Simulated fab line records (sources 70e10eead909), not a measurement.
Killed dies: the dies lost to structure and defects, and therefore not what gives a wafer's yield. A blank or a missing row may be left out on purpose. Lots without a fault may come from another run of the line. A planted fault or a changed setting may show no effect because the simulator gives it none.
fab line records	flow nand_harc
[record] lots = 11	wafers = 33	last_day = 33
route steps=1302 shown P_STI@100 P_GATE@148 END@1302
lots untouched by any fault: they come from a run of this same line in which no faults occurred
start_h: hours from the record's first day to the start of the lot's first wafer shown	wait_h: hours elapsed since this lot's preceding step	" repeats the value in the row above	L1.1+2: a single row standing in for several wafers	- no value, or no start given	* or withheld: withheld	< > ~ a bound
route shown NAME@n: NAME is a module with steps in the file, n the number in the route of the first one	usual: mean/standard deviation taken from wafers without a fault	same: alike in all rows	chamber/n: place in a boat	sites: each site's reading	_std_site: the values' standard deviation	_edge_site: outer sites' mean less inner sites'	radius_mm: how far each site lies from the wafer's centre	mask NAME#n: copy n	behind: the tool/chamber that last shaped the wafer	hold: why the lot was held/for how many hours/how that ended	device: the transistor (n, p or np) that didn't switch	end of line: the route-end tests of the same wafers	step lacking rows: just its recipe	killed: count of dies lost to structure and defects at first sort (not the wafer's yield)	map: per-die view of a wafer (x killed, . not killed, _ where there is no die)
set.NAME: the run value of the setting; set.NAME@STEP: its run value at that earlier step	model.NAME: the simulator's own value behind a step, which no gauge read
a sample of lots followed through the steps of the route, with each step as a table and each wafer as a row
services: the hour from which a tool's chamber was out of use, counted from the record's first day as start_h (under 0 if before that day), plus the number of hours and why
[[steps]]
[step NHARC_P_STI_CMP_21]
[recipe] t_overpolish_s = 20	target_thk_nm = 380.67
[usual] motor_current_A = 11.5/1.1	overpolish_run_s = 20.001/0.0088	slurry_filter_dp_kPa = 13.52/0.13
[same] t_overpolish_s = 20
lot.wafer	tool	chamber	start_h	wait_h	motor_current_A	overpolish_run_s	slurry_filter_dp_kPa
L843.2	cmp-02	2	92.26	0.4	12.4	19.999	13.72
L843.6	"	2	"	"	12.2	19.995	13.46
L843.5	"	3	"	"	13.4	19.999	13.66
L845.3	cmp-02	1	111.30	0.4	10.4	19.985	13.36
L845.5	"	3	"	"	13.4	20.016	13.54
L845.6	"	0	"	"	10.7	20.010	13.52
L852.1	cmp-04	1	181.63	0.4	12.3	19.995	13.71
L852.4	"	3	"	"	10.8	20.006	13.48
L852.6	"	2	"	"	13.3	20.007	13.63
L853.4	cmp-02	0	192.86	0.4	10.8	19.998	13.63
L853.2	"	3	"	"	12.2	20.007	13.73
L853.5	"	0	"	"	10.8	19.995	13.30
L854.2	cmp-03	0	210.13	0.4	12.0	19.994	13.62
L854.3	"	2	"	"	13.1	20.010	13.50
L854.5	"	0	"	"	12.3	20.000	13.40
L856.3	cmp-04	1	223.64	0.4	11.4	20.001	13.49
L856.1	"	2	"	"	12.0	20.005	13.57
L856.6	"	2	"	"	13.1	19.999	13.33
L857.4	cmp-02	0	230.94	0.4	11.1	19.998	13.82
L857.1	"	1	"	"	10.3	19.990	13.75
L857.3	"	2	"	"	11.6	20.006	13.48
L858.1	cmp-03	0	246.18	0.4	12.5	20.000	13.45
L858.2	"	1	"	"	10.0	20.000	13.48
L858.5	"	3	"	"	11.6	20.017	13.58
L860.4	cmp-04	0	258.92	0.4	9.8	20.000	13.61
L860.1	"	1	"	"	11.6	20.019	13.44
L860.5	"	1	"	"	11.9	19.989	13.39
L861.2	cmp-04	1	277.70	0.4	11.8	20.002	13.47
L861.6	"	0	"	"	10.5	20.001	13.32
L861.5	"	1	"	"	11.2	19.987	13.71
L863.4	cmp-02	1	291.13	0.4	9.9	19.999	13.50
L863.1	"	2	"	"	12.3	19.997	13.46
L863.5	"	0	"	"	10.8	20.003	13.46
[step NHARC_P_GATE_ETCH_114]
[recipe] target_depth_a = 300	overetch_a = 30	time_s = 16.5	ion_energy_ev = 100	cf4_flow_sccm = 80	o2_flow_sccm = 20	ar_flow_sccm = 0	rf_w = 300	bias_w = 100	chemistry = CF4/O2
[usual] chamber_pressure_mTorr = 30.001/0.028	drypump_motor_current_A = 5.8/0.53	oes_f_703_au = 1.001/0.0047	oes_product_au = 0.996/0.01	rf_vpp_V = 198.0/1.3	showerhead_plenum_p_Torr = 1.34/0.053	throttle_valve_pct = 13.397/0.0099
lot.wafer	tool	chamber	start_h	wait_h	chamber_pressure_mTorr	drypump_motor_current_A	oes_f_703_au	oes_product_au	rf_hours_counter_h	rf_vpp_V	showerhead_plenum_p_Torr	throttle_valve_pct
L843.2	rie_diel-09	3	-	-	29.971	6.3	0.997	1.006	10	197.8	1.30	13.403
L843.5	"	0	"	"	30.059	6.3	0.992	1.007	-	195.9	1.28	13.407
L843.6	"	1	"	"	29.966	6.1	0.998	0.987	-	200.0	1.38	13.384
L845.3	rie_diel-13	3	-	-	30.004	5.1	1.003	1.004	6	198.1	1.38	13.396
L845.6	"	1	"	"	29.990	5.5	0.998	0.999	-	198.6	1.39	13.412
L845.5	"	2	"	"	29.917	5.5	1.001	0.991	-	198.3	1.39	13.406
L852.4	rie_diel-09	1	-	-	30.001	6.2	1.004	0.998	4	199.0	1.37	13.395
L852.1	"	2	"	"	29.997	6.2	1.001	0.995	4	199.3	1.36	13.391
L852.6	"	1	"	"	30.014	6.2	1.011	1.000	-	198.3	1.37	13.384
L853.2	rie_diel-13	2	-	-	29.959	5.5	1.000	0.994	3	199.5	1.39	13.384
L853.4	"	3	"	"	29.979	5.1	0.999	0.989	3	198.8	1.38	13.399
L853.5	"	3	"	"	29.976	5.1	1.006	0.998	-	198.3	1.38	13.392
L854.3	rie_diel-13	2	-	-	29.993	5.5	0.994	1.012	4	198.6	1.39	13.390
L854.2	"	3	"	"	29.999	5.1	1.003	1.005	4	199.8	1.38	13.379
L854.5	"	2	"	"	29.961	5.5	1.006	0.995	-	199.2	1.39	13.397
L856.1	rie_diel-02	2	-	-	29.971	6.2	0.998	1.002	1	200.0	1.42	13.391
L856.3	"	0	"	"	30.001	6.6	1.000	0.979	1	196.6	1.28	13.399
L856.6	"	1	"	"	29.984	4.9	1.007	0.994	-	198.6	1.30	13.410
L857.1	rie_diel-13	1	-	-	29.928	5.4	1.004	1.001	5	199.0	1.39	13.396
L857.3	"	3	"	"	29.990	5.1	0.993	0.987	5	198.3	1.38	13.379
L857.4	"	0	"	"	29.995	6.2	1.001	0.986	5	196.8	1.30	13.372
L858.1	rie_diel-02	2	-	-	30.009	6.2	0.997	0.990	3	199.2	1.42	13.413
L858.2	"	3	"	"	30.016	5.5	0.991	0.992	3	196.5	1.27	13.404
L858.5	"	0	"	"	29.980	6.6	1.001	0.977	-	197.0	1.28	13.401
L860.4	rie_diel-02	3	-	-	29.988	5.5	1.004	0.975	3	195.9	1.27	13.413
L860.1	"	0	"	"	29.995	6.6	0.996	0.975	4	196.1	1.28	13.392
L860.5	"	1	"	"	30.006	4.9	1.001	0.997	-	196.4	1.30	13.417
L861.2	rie_diel-09	0	-	-	29.952	6.4	1.009	0.985	11	197.1	1.28	13.405
L861.6	"	3	"	"	30.059	6.3	1.003	0.992	-	197.5	1.29	13.399
L861.5	"	0	"	"	30.006	6.4	0.994	0.983	-	196.1	1.28	13.407
L863.1	rie_diel-02	3	-	-	29.944	5.5	1.000	0.968	5	196.7	1.27	13.398
L863.4	"	1	"	"	29.984	4.9	0.999	1.000	6	198.9	1.30	13.398
L863.5	"	3	"	"	30.023	5.5	0.995	0.984	-	197.3	1.27	13.396
[step NHARC_P_GATE_EXPOSE_43]
[recipe] na = 0.6	target_cd_nm = 720	dose_mj = 14.81	mask_id = P_NSD
[usual] focus_offset_nm = 0.0/0.44
lot.wafer	tool	chamber	start_h	wait_h	mask	focus_offset_nm
L843.2	krf_scanner-01	0	133.93	-	P_PSD#0	0.0
L843.5	"	0	"	"	P_PSD#0	-0.6
L843.6	"	0	"	"	P_PSD#0	0.3
L845.3	krf_scanner-01	0	155.90	-	P_NSD#0	0.9
L845.5	"	0	"	"	P_NSD#0	0.3
L845.6	"	0	"	"	P_NSD#0	0.4
L852.1	krf_scanner-01	0	223.54	-	P_NSD#0	-0.1
L852.4	"	0	"	"	P_NSD#0	-0.1
L852.6	"	0	"	"	P_NSD#0	-0.7
L853.2	krf_scanner-04	0	236.08	-	P_NSD#0	-0.3
L853.4	"	0	"	"	P_NSD#0	-0.3
L853.5	"	0	"	"	P_NSD#0	0.4
L854.2	krf_scanner-03	0	261.15	-	P_NSD#0	-0.4
L854.3	"	0	"	"	P_NSD#0	-0.4
L854.5	"	0	"	"	P_NSD#0	0.3
L856.1	krf_scanner-03	0	271.75	-	P_NSD#0	-0.1
L856.3	"	0	"	"	P_NSD#0	-0.6
L856.6	"	0	"	"	P_NSD#0	-0.5
L857.1	krf_scanner-01	0	274.77	-	P_NSD#0	0.4
L857.3	"	0	"	"	P_NSD#0	0.1
L857.4	"	0	"	"	P_NSD#0	-0.1
L858.1	krf_scanner-03	0	289.62	-	P_NSD#0	-0.6
L858.2	"	0	"	"	P_NSD#0	0.4
L858.5	"	0	"	"	P_NSD#0	-0.2
L860.1	krf_scanner-01	0	305.91	-	P_NSD#0	0.8
L860.4	"	0	"	"	P_NSD#0	0.3
L860.5	"	0	"	"	P_NSD#0	-0.2
L861.2	krf_scanner-04	0	322.68	-	P_NSD#0	0.6
L861.5	"	0	"	"	P_NSD#0	0.6
L861.6	"	0	"	"	P_NSD#0	-0.5
L863.1	krf_scanner-03	0	334.36	-	P_NSD#0	0.1
L863.4	"	0	"	"	P_NSD#0	-0.6
L863.5	"	0	"	"	P_NSD#0	-0.3
[step NHARC_P_GATE_CD_MEAS_46]
[recipe] target_cd_nm = 720	landing_energy_ev = 500
[usual] cd_nm = 719.4/1.5
lot.wafer	tool	chamber	start_h	wait_h	cd_nm
L843.2	cd_sem-03	0	134.08	-	-
L843.5	"	0	"	"	-
L843.6	"	0	"	"	-
L845.3	cd_sem-02	0	156.06	-	720.3
L845.5	"	0	"	"	719.8
L845.6	"	0	"	"	719.7
L852.1	cd_sem-01	0	223.69	-	720.6
L852.4	"	0	"	"	718.0
L852.6	"	0	"	"	722.2
L853.2	cd_sem-02	0	236.23	-	721.5
L853.4	"	0	"	"	719.7
L853.5	"	0	"	"	720.6
L854.2	cd_sem-03	0	261.31	-	720.0
L854.3	"	0	"	"	721.1
L854.5	"	0	"	"	721.5
L856.1	cd_sem-01	0	271.91	-	721.1
L856.3	"	0	"	"	718.6
L856.6	"	0	"	"	720.7
L857.1	cd_sem-01	0	274.93	-	718.2
L857.3	"	0	"	"	720.4
L857.4	"	0	"	"	717.8
L858.1	cd_sem-02	0	289.78	-	717.1
L858.2	"	0	"	"	719.0
L858.5	"	0	"	"	719.6
L860.1	cd_sem-01	0	306.07	-	719.6
L860.4	"	0	"	"	716.6
L860.5	"	0	"	"	719.2
L861.2	cd_sem-03	0	322.84	-	718.2
L861.5	"	0	"	"	719.1
L861.6	"	0	"	"	721.9
L863.1	cd_sem-02	0	334.51	-	720.1
L863.4	"	0	"	"	721.0
L863.5	"	0	"	"	718.3
[step NHARC_P_GATE_DESCUM_93]
[recipe] time_s = 3	o2_flow_sccm = 200	ar_flow_sccm = 0	bias_power_w = 0	chemistry = O2
[usual] chamber_pressure_mTorr = 59.99/0.056	drypump_motor_current_A = 5.8/0.53	oes_product_au = 0.995/0.0091	rf_vpp_V = 57.7/0.98	showerhead_plenum_p_Torr = 1.92/0.077	throttle_valve_pct = 11.311/0.0087
lot.wafer	tool	chamber	start_h	wait_h	chamber_pressure_mTorr	drypump_motor_current_A	oes_product_au	rf_hours_counter_h	rf_vpp_V	showerhead_plenum_p_Torr	throttle_valve_pct
L843.2	rie_diel-09	3	137.54	-	59.98	6.3	1.002	10	56.4	1.85	11.313
L843.6	"	0	"	"	60.06	6.3	1.003	-	58.1	1.83	11.299
L843.5	"	1	"	"	59.90	6.2	0.999	-	58.0	1.97	11.323
L845.3	rie_diel-02	3	159.78	-	59.98	5.5	0.995	10	55.7	1.82	11.310
L845.5	"	1	"	"	59.98	4.9	0.991	-	58.6	1.86	11.313
L845.6	"	2	"	"	60.00	6.2	0.999	-	58.5	2.05	11.307
L852.1	rie_diel-02	0	227.31	-	59.94	6.6	0.993	0	57.2	1.84	11.312
L852.4	"	2	"	"	59.96	6.2	0.992	0	59.8	2.05	11.311
L852.6	"	0	"	"	60.00	6.6	0.967	-	58.2	1.84	11.307
L853.2	rie_diel-13	0	239.84	-	60.06	6.1	0.998	4	59.0	1.86	11.305
L853.4	"	2	"	"	59.98	5.5	0.994	4	57.3	2.00	11.317
L853.5	"	1	"	"	60.00	5.5	0.996	-	56.0	1.99	11.314
L854.3	rie_diel-02	3	264.81	-	59.97	5.5	0.990	1	57.7	1.82	11.298
L854.2	"	1	"	"	60.07	4.9	0.994	2	57.7	1.86	11.317
L854.5	"	3	"	"	59.96	5.5	0.988	-	55.9	1.82	11.305
L856.3	rie_diel-09	2	275.39	-	59.95	6.2	0.990	9	58.6	1.94	11.305
L856.1	"	1	"	"	60.05	6.2	0.997	9	58.5	1.97	11.311
L856.6	"	2	"	"	60.02	6.2	0.991	-	58.1	1.94	11.310
L857.1	rie_diel-13	2	278.43	-	60.07	5.5	1.005	5	57.3	2.00	11.308
L857.4	"	0	"	"	60.03	6.2	1.004	5	57.2	1.86	11.315
L857.3	"	1	"	"	60.01	5.5	1.003	5	58.1	1.99	11.312
L858.1	rie_diel-09	2	293.31	-	59.86	6.2	0.989	10	58.2	1.94	11.308
L858.2	"	3	"	"	59.94	6.2	0.996	10	58.2	1.85	11.313
L858.5	"	2	"	"	59.98	6.2	1.000	-	56.6	1.94	11.308
L860.1	rie_diel-02	2	309.73	-	60.01	6.2	1.000	5	58.3	2.04	11.315
L860.4	"	3	"	"	59.99	5.5	0.989	4	57.0	1.82	11.307
L860.5	"	1	"	"	60.07	4.9	0.995	-	58.3	1.86	11.311
L861.2	rie_diel-13	2	326.37	-	59.98	5.5	1.001	8	57.5	2.00	11.307
L861.6	"	0	"	"	59.93	6.1	1.011	-	56.7	1.86	11.307
L861.5	"	1	"	"	60.10	5.5	1.002	-	57.7	1.99	11.309
L863.1	rie_diel-02	2	337.88	-	60.03	6.2	0.993	7	58.5	2.04	11.298
L863.4	"	3	"	"	59.96	5.5	0.973	6	59.0	1.82	11.293
L863.5	"	2	"	"	59.96	6.2	0.999	-	55.8	2.04	11.317
[step NHARC_END_SORT_01]
[recipe] temp_c = 25
[usual] killed_at_array = 62/15	killed_at_other = 0.8/1	killed_at_periphery = 3.7/2.6	killed_dies = 66/15	killed_open = 3.1/1.8	killed_short = 2.6/1.7
[same] gross_dies = 677
lot.wafer	tool	chamber	start_h	wait_h	killed_at_array	killed_at_other	killed_at_periphery	killed_dies	killed_open	killed_short
L843.2	prober-02	0	601.12	2.8	48	0	629	677	6	2
L843.5	prober-02	0	603.52	3.7	48	0	629	677	0	1
L843.6	prober-02	0	604.32	4.0	40	0	637	677	0	1
// killed by level:class
L843.2 P_GATE:area_expose=627 A_CHANNEL_HOLE_D2:chamber_film_flake=29 A_CONTACT:chamber_film_flake=4 A_CHANNEL_HOLE_D1:chamber_film_flake=3 A_STAIRCASE:chamber_film_flake=3 A_WL_FILL:geometric_particle:open=2 P_GATE:geometric_particle:open=1 A_CHANNEL_HOLE_D1:geometric_particle:open=1
L843.5 P_GATE:area_expose=625 A_CHANNEL_HOLE_D2:chamber_film_flake=31 A_STAIRCASE:chamber_film_flake=4 A_CHANNEL_HOLE_D1:chamber_film_flake=3 A_DECK1_JOINT:chamber_film_flake=3 A_SLIT:chamber_film_flake=3 A_CONTACT:chamber_film_flake=3 P_ZERO_WELL:chamber_film_flake=2
L843.6 P_GATE:area_expose=636 A_CHANNEL_HOLE_D2:chamber_film_flake=29 A_STAIRCASE:chamber_film_flake=4 A_CHANNEL_HOLE_D1:chamber_film_flake=3 A_CHANNEL_FILL_D1:chamber_film_flake=2 A_WL_FILL:geometric_particle:short=1 P_ZERO_WELL:chamber_film_flake=1 A_CONTACT:chamber_film_flake=1
[[services]]
tool	chamber	start_h	hours	kind
rie_diel-13	1	71.43	5.4	repair
cmp-02	-	86.39	0.7	repair
rie_diel-09	2	89.10	9.4	repair
rie_diel-13	1	90.09	24.4	repair
rie_diel-13	3	121.84	8.2	repair
cmp-02	-	134.50	4.0	pm
krf_scanner-01	-	140.00	4.0	pm
rie_diel-09	-	143.10	9.0	pm
cmp-02	-	150.57	1.8	repair
cmp-02	-	163.26	11.0	repair
rie_diel-13	-	165.00	9.0	pm
krf_scanner-01	-	165.13	0.3	repair
rie_diel-02	2	176.32	5.1	repair
krf_scanner-01	-	190.88	0.3	repair
rie_diel-02	-	216.79	9.0	pm
rie_diel-09	1	225.27	7.2	repair
cmp-02	-	232.50	4.0	pm
rie_diel-02	-	245.40	0.6	repair
rie_diel-09	2	248.53	4.6	repair
rie_diel-13	0	251.41	1.9	repair
rie_diel-13	3	279.35	7.7	repair
rie_diel-09	2	297.16	7.6	repair
rie_diel-13	0	314.81	3.6	repair
rie_diel-09	-	320.10	9.0	pm
[[key]]
[first_sign] step = NHARC_P_GATE_EXPOSE_43	reading = mask	direction = changed
[effect] step = NHARC_P_GATE_CD_MEAS_46	reading = cd_nm	direction = missing
[effect] step = NHARC_END_SORT_01	reading = killed_at_periphery	direction = up	sigmas = 99+	usual = 3.7	struck = 631.7
[more_kills_born_at] NHARC_P_GATE_EXPOSE_43@krf_scanner-01 = 1888
met_at NHARC_P_GATE_EXPOSE_43
struck_lots L843
later_rows_left_out L843.2,L843.5,L843.6
tester_left_out L843
not_acting_at NHARC_P_STI_CMP_21,NHARC_P_GATE_ETCH_114,NHARC_P_GATE_DESCUM_93
[fault] kind = wrong_mask	tool = any	chamber = -	onset_h = 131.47	steps = NHARC_P_GATE_EXPOSE_43	aux_copy = P_PSD#0	scope = struck_lots_only
// tester_left_out: of these lots the tester's yield and bins aren't shown, on N5 and GAA mostly nor the transistor test; their killed dies are dies lost to structure and defects alone, not to doping, threshold or leakage, so they don't give the yield
// later_rows_left_out: the simulator's readings of these wafers behind a module that went badly wrong aren't trusted and aren't shown, but for the sort
